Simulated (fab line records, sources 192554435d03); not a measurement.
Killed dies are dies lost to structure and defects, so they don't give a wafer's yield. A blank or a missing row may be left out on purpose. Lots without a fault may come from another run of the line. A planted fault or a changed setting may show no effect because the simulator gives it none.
Which tool did it? | flow n5_finfet | 24 lots, 72 wafers sampled, at 5 steps of a route of 1938

WHAT THE GAUGES READ, wafer by wafer
N5_BEOL_M8_CD_MEAS_28: target cd 40 nm.
lot  | measured     | on        | cd_nm (nm)
L074 | day 9 12:01  | cd_sem-01 | 40.07 40.12 40.09
L075 | day 10 08:13 | cd_sem-03 | 39.94 40.18 39.89
L076 | day 10 12:24 | cd_sem-01 | 40.10 39.84 39.48
L077 | day 10 19:20 | cd_sem-02 | 40.15 40.20 40.32
L078 | day 11 01:28 | cd_sem-01 | 39.94 39.74 39.96
L079 | day 11 12:36 | cd_sem-03 | 39.53 39.96 40.06
L080 | day 11 21:54 | cd_sem-03 | 40.06 39.72 39.86
L081 | day 11 22:42 | cd_sem-01 | 40.38 39.98 40.26
L083 | day 11 23:48 | cd_sem-03 | 40.03 40.34 40.46
L082 | day 12 05:53 | cd_sem-03 | 40.28 39.85 40.23
L084 | day 12 05:56 | cd_sem-01 | 40.48 40.38 39.91
L085 | day 12 17:02 | cd_sem-02 | 40.14 40.03 40.10
L086 | day 12 17:13 | cd_sem-01 | 40.15 40.41 40.16
L088 | day 13 15:01 | cd_sem-01 | 39.91 40.12 39.97
L087 | day 13 23:37 | cd_sem-03 | 39.91 40.10 39.90
L089 | day 14 02:26 | cd_sem-01 | 40.02 40.53 39.70
L091 | day 14 05:38 | cd_sem-03 | 40.12 40.46 40.19
L090 | day 14 05:36 | cd_sem-02 | 39.75 40.04 40.08
L092 | day 15 01:16 | cd_sem-01 | 40.28 39.99 40.13
L095 | day 15 09:46 | cd_sem-03 | 39.93 40.24 39.75
L094 | day 15 10:14 | cd_sem-03 | 39.75 39.79 40.29
L093 | day 15 10:04 | cd_sem-01 | 39.90 40.08 39.78
L096 | day 15 11:52 | cd_sem-02 | 39.97 40.34 40.14
L097 | day 16 13:47 | cd_sem-03 | 40.13 40.40 40.08

N5_BEOL_M9_INSPECT_13: inspects for defects (brightfield).
lot  | measured     | on                | raw_defect_count
L074 | day 9 16:26  | defect_inspect-01 | 427 632 669
L075 | day 10 14:02 | defect_inspect-01 | 448 356 316
L076 | day 10 18:45 | defect_inspect-01 | 483 263 439
L077 | day 11 02:25 | defect_inspect-02 | 316 404 362
L078 | day 11 07:39 | defect_inspect-01 | 435 429 378
L079 | day 11 18:10 | defect_inspect-02 | 376 386 446
L080 | day 12 04:15 | defect_inspect-02 | 371 308 341
L081 | day 12 04:20 | defect_inspect-02 | 382 308 394
L083 | day 12 04:41 | defect_inspect-01 | 703 476 537
L082 | day 12 11:35 | defect_inspect-01 | 505 453 444
L084 | day 12 11:32 | defect_inspect-01 | 271 416 337
L085 | day 12 23:50 | defect_inspect-02 | 550 523 629
L086 | day 12 23:59 | defect_inspect-01 | 378 485 331
L088 | day 13 22:08 | defect_inspect-02 | 379 337 403
L087 | day 14 06:49 | defect_inspect-01 | 370 433 423
L089 | day 14 08:03 | defect_inspect-02 | 329 489 478
L091 | day 14 14:25 | defect_inspect-01 | 440 371 286
L090 | day 14 13:58 | defect_inspect-02 | 470 449 460
L092 | day 15 06:56 | defect_inspect-01 | 537 354 283
L095 | day 15 16:20 | defect_inspect-01 | 319 333 447
L094 | day 15 16:44 | defect_inspect-01 | 493 462 404
L093 | day 15 16:30 | defect_inspect-01 | 441 415 376
L096 | day 15 19:57 | defect_inspect-01 | 249 313 268
L097 | day 16 19:59 | defect_inspect-02 | 469 424 426

WHICH TOOL RAN EACH LOT (tool, then ch and the chambers of the sampled wafers, then the start)
lot  | N5_BEOL_M8_STRIP_67                | N5_BEOL_M9_ILD_DEP_00           | N5_BEOL_M9_PECVD_70
L074 | rie_diel-05 ch 0,1, day 9 08:24    | pecvd-02 ch 0,2, day 9 14:57    | pecvd-02 ch 0,1,2, day 9 15:35
L075 | rie_diel-03 ch 0,1, day 10 05:31   | pecvd-02 ch 0,1, day 10 12:04   | pecvd-03 ch 0,1, day 10 12:42
L076 | rie_diel-05 ch 0,1,3, day 10 10:14 | pecvd-02 ch 0,1, day 10 16:35   | pecvd-04 ch 0,2, day 10 17:13
L077 | rie_diel-06 ch 0,1,2, day 10 18:49 | pecvd-02 ch 0,1,2, day 11 00:32 | pecvd-02 ch 0,1,2, day 11 01:10
L078 | rie_diel-06 ch 2,3, day 11 00:03   | pecvd-02 ch 0,1,2, day 11 05:22 | pecvd-03 ch 1,2, day 11 06:00
L079 | rie_diel-05 ch 0,2, day 11 08:02   | pecvd-04 ch 0,2, day 11 16:26   | pecvd-03 ch 0,2, day 11 17:03
L080 | rie_diel-05 ch 0,1,3, day 11 21:07 | pecvd-02 ch 0,2, day 12 01:23   | pecvd-03 ch 0,1,2, day 12 02:01
L081 | rie_diel-03 ch 1,3, day 11 21:55   | pecvd-04 ch 0,2, day 12 02:33   | pecvd-03 ch 0,1,2, day 12 03:10
L083 | rie_diel-03 ch 1,2,3, day 11 22:10 | pecvd-03 ch 1,2, day 12 03:14   | pecvd-03 ch 0,1, day 12 03:52
L082 | rie_diel-05 ch 1,3, day 12 04:41   | pecvd-02 ch 0,1,2, day 12 09:10 | pecvd-02 ch 0,1, day 12 10:17
L084 | rie_diel-05 ch 1,3, day 12 04:57   | pecvd-03 ch 0,1, day 12 09:35   | pecvd-04 ch 1,2, day 12 10:13
L085 | rie_diel-05 ch 1,2,3, day 12 16:04 | pecvd-02 ch 0,2, day 12 21:41   | pecvd-04 ch 0,1, day 12 22:19
L086 | rie_diel-05 ch 1,2,3, day 12 16:25 | pecvd-04 ch 0,1,2, day 12 22:14 | pecvd-03 ch 0,1,2, day 12 22:51
L088 | rie_diel-05 ch 0,2,3, day 13 13:38 | pecvd-04 ch 0,1, day 13 19:34   | pecvd-04 ch 0,2, day 13 20:40
L087 | rie_diel-03 ch 0,1,2, day 13 22:40 | pecvd-04 ch 0,1,2, day 14 03:22 | pecvd-04 ch 0,1,2, day 14 04:00
L089 | rie_diel-03 ch 0,3, day 14 01:14   | pecvd-03 ch 1,2, day 14 05:43   | pecvd-02 ch 1,2, day 14 06:20
L091 | rie_diel-06 ch 0,2, day 14 04:39   | pecvd-03 ch 1,2, day 14 09:37   | pecvd-03 ch 0,2, day 14 10:14
L090 | rie_diel-03 ch 1,3, day 14 04:43   | pecvd-03 ch 0,2, day 14 09:20   | pecvd-04 ch 1,2, day 14 09:58
L092 | rie_diel-05 ch 0,2,3, day 15 00:26 | pecvd-02 ch 0,2, day 15 04:44   | pecvd-02 ch 0,1, day 15 05:40
L095 | rie_diel-03 ch 0,1,2, day 15 07:00 | pecvd-04 ch 0,2, day 15 13:17   | pecvd-02 ch 0,1,2, day 15 13:55
L094 | rie_diel-05 ch 0,2,3, day 15 07:18 | pecvd-04 ch 0,1,2, day 15 14:39 | pecvd-03 ch 0,1, day 15 15:16
L093 | rie_diel-06 ch 1,2,3, day 15 07:26 | pecvd-03 ch 0,1,2, day 15 13:35 | pecvd-03 ch 1,2, day 15 14:13
L096 | rie_diel-03 ch 0,2,3, day 15 11:13 | pecvd-02 ch 0,1,2, day 15 16:32 | pecvd-02 ch 0,2, day 15 17:10
L097 | rie_diel-06 ch 1,2, day 16 13:15   | pecvd-04 ch 0,1,2, day 16 18:21 | pecvd-03 ch 1,2, day 16 18:59
- N5_BEOL_M8_STRIP_67: strips in CF4.
- N5_BEOL_M9_ILD_DEP_00: deposits SiCOH lowk from DEMS/porogen, target thk 308.51 nm, time 58 s.
- N5_BEOL_M9_PECVD_70: deposits SiO2 from TEOS/O2, target thk 20 nm, time 22.7 s.

WHAT THE TOOLS THEMSELVES READ (means of the sampled wafers that have a number; where no wafer has one, the mark that the record gives instead)
N5_BEOL_M8_STRIP_67.
lot  | tool        | chamber_pressure_mTorr (mTorr) | drypump_motor_current_A (A) | oes_product_au (a.u.) | power_w (W) | rf_vpp_V (V) | showerhead_plenum_p_Torr (Torr) | throttle_valve_pct (%)
L074 | rie_diel-05 | 49.98                          | 5.7                         | 0.70                  | 299.5       | 270.2        | 1.71                            | 13.64
L075 | rie_diel-03 | 50.01                          | 5.8                         | 0.83                  | 299.3       | 271.7        | 1.81                            | 13.66
L076 | rie_diel-05 | 49.98                          | 5.7                         | 0.78                  | 299.5       | 269.5        | 1.77                            | 13.57
L077 | rie_diel-06 | 50.05                          | 5.8                         | 0.86                  | 299.4       | 271.0        | 1.80                            | 13.41
L078 | rie_diel-06 | 50.03                          | 6.3                         | 0.91                  | 299.9       | 269.8        | 1.76                            | 13.32
L079 | rie_diel-05 | 50.03                          | 5.4                         | 0.83                  | 298.7       | 272.8        | 1.84                            | 13.61
L080 | rie_diel-05 | 50.07                          | 5.7                         | 0.76                  | 300.2       | 270.6        | 1.77                            | 13.60
L081 | rie_diel-03 | 50.03                          | 6.1                         | 0.79                  | 300.2       | 272.6        | 1.85                            | 13.79
L083 | rie_diel-03 | 49.96                          | 6.1                         | 0.78                  | 299.7       | 270.2        | 1.78                            | 13.82
L082 | rie_diel-05 | 49.99                          | 5.9                         | 0.76                  | 300.7       | 271.2        | 1.77                            | 13.37
L084 | rie_diel-05 | 50.03                          | 5.9                         | 0.76                  | 300.5       | 270.5        | 1.77                            | 13.38
L085 | rie_diel-05 | 49.96                          | 5.7                         | 0.82                  | 300.0       | 272.5        | 1.83                            | 13.34
L086 | rie_diel-05 | 49.98                          | 5.7                         | 0.82                  | 299.9       | 270.8        | 1.83                            | 13.35
L088 | rie_diel-05 | 50.04                          | 5.5                         | 0.90                  | 300.1       | 274.0        | 1.90                            | 13.40
L087 | rie_diel-03 | 49.97                          | 5.8                         | 0.84                  | 300.0       | 270.2        | 1.74                            | 13.61
L089 | rie_diel-03 | 49.99                          | 5.8                         | 0.87                  | 299.6       | 271.1        | 1.79                            | 13.38
L091 | rie_diel-06 | 49.99                          | 6.1                         | 0.84                  | 300.5       | 269.7        | 1.74                            | 13.45
L090 | rie_diel-03 | 50.02                          | 6.1                         | 0.78                  | 300.9       | 273.3        | 1.85                            | 13.84
L092 | rie_diel-05 | 50.04                          | 5.5                         | 0.87                  | 299.4       | 273.5        | 1.90                            | 13.44
L095 | rie_diel-03 | 49.98                          | 5.9                         | 0.81                  | 300.1       | 269.7        | 1.74                            | 13.62
L094 | rie_diel-05 | 49.96                          | 5.5                         | 0.88                  | 300.3       | 274.0        | 1.90                            | 13.43
L093 | rie_diel-06 | 49.93                          | 6.0                         | 0.83                  | 300.3       | 271.2        | 1.79                            | 13.44
L096 | rie_diel-03 | 49.95                          | 6.0                         | 0.79                  | 299.2       | 270.6        | 1.75                            | 13.69
L097 | rie_diel-06 | 49.98                          | 6.0                         | 0.84                  | 300.7       | 270.5        | 1.79                            | 13.46

N5_BEOL_M9_ILD_DEP_00.
lot  | tool     | heater_power_w (W) | showerhead_plenum_p_Torr (Torr) | throttle_valve_pct (%)
L074 | pecvd-02 | 293                | 5.719                           | 13.7
L075 | pecvd-02 | 282                | 5.737                           | 14.0
L076 | pecvd-02 | 342                | 5.749                           | 14.4
L077 | pecvd-02 | 305                | 5.737                           | 13.9
L078 | pecvd-02 | 311                | 5.730                           | 14.0
L079 | pecvd-04 | 283                | 5.742                           | 13.3
L080 | pecvd-02 | 274                | 5.724                           | 13.9
L081 | pecvd-04 | 327                | 5.736                           | 13.3
L083 | pecvd-03 | 275                | 5.731                           | 12.8
L082 | pecvd-02 | 291                | 5.734                           | 14.0
L084 | pecvd-03 | 312                | 5.755                           | 13.6
L085 | pecvd-02 | 244                | 5.731                           | 13.9
L086 | pecvd-04 | 325                | 5.723                           | 13.6
L088 | pecvd-04 | 324                | 5.715                           | 13.7
L087 | pecvd-04 | 350                | 5.731                           | 13.4
L089 | pecvd-03 | 277                | 5.739                           | 13.0
L091 | pecvd-03 | 265                | 5.722                           | 12.8
L090 | pecvd-03 | 275                | 5.716                           | 12.8
L092 | pecvd-02 | 272                | 5.741                           | 13.9
L095 | pecvd-04 | 283                | 5.739                           | 13.4
L094 | pecvd-04 | 320                | 5.719                           | 13.5
L093 | pecvd-03 | 294                | 5.731                           | 13.2
L096 | pecvd-02 | 306                | 5.730                           | 14.0
L097 | pecvd-04 | 326                | 5.722                           | 13.5

N5_BEOL_M9_PECVD_70.
lot  | tool     | heater_power_w (W) | showerhead_plenum_p_Torr (Torr) | throttle_valve_pct (%)
L074 | pecvd-02 | 748                | 8.75                            | 22.3
L075 | pecvd-03 | 679                | 8.81                            | 21.7
L076 | pecvd-04 | 664                | 8.71                            | 22.1
L077 | pecvd-02 | 693                | 8.74                            | 22.6
L078 | pecvd-03 | 776                | 8.83                            | 21.2
L079 | pecvd-03 | 551                | 8.68                            | 20.6
L080 | pecvd-03 | 699                | 8.77                            | 21.1
L081 | pecvd-03 | 667                | 8.78                            | 21.1
L083 | pecvd-03 | 652                | 8.81                            | 21.8
L082 | pecvd-02 | 734                | 8.79                            | 22.9
L084 | pecvd-04 | 772                | 8.74                            | 21.2
L085 | pecvd-04 | 731                | 8.70                            | 22.3
L086 | pecvd-03 | 690                | 8.78                            | 21.3
L088 | pecvd-04 | 688                | 8.73                            | 22.4
L087 | pecvd-04 | 719                | 8.76                            | 21.7
L089 | pecvd-02 | 732                | 8.77                            | 22.7
L091 | pecvd-03 | 651                | 8.73                            | 21.4
L090 | pecvd-04 | 834                | 8.75                            | 21.4
L092 | pecvd-02 | 648                | 8.78                            | 22.6
L095 | pecvd-02 | 759                | 8.77                            | 22.6
L094 | pecvd-03 | 710                | 8.80                            | 21.8
L093 | pecvd-03 | 685                | 8.75                            | 20.5
L096 | pecvd-02 | 659                | 8.70                            | 22.6
L097 | pecvd-03 | 695                | 8.83                            | 21.3

THE ANSWER, worked out from the rows above alone
Rule: what is usual is taken from the lots themselves. Put in order of their means at a reading, lots are off if they are a third of the lots or fewer, leave a main group of 4 or more, and stand apart from it by a gap of 3 or more times the standard deviation of the main group's means; of several such gaps the widest counts. A main group whose means are all the same, to the digits that the tables above print for the reading, isn't used. A lot without any number at a reading at which 4 lots or more have one is off too. The other lots that the step has rows for count as sound. The gauges are gone through in route order, then the tools' own readings, and for those a lot's mean is taken as printed above. The first step at which some lot is off is used, and at that step the reading that is off furthest; a lot without a number counts as furthest.
No lot is off at any reading shown: from this, nothing can be told.

WHAT THE SIMULATOR HAD PUT IN
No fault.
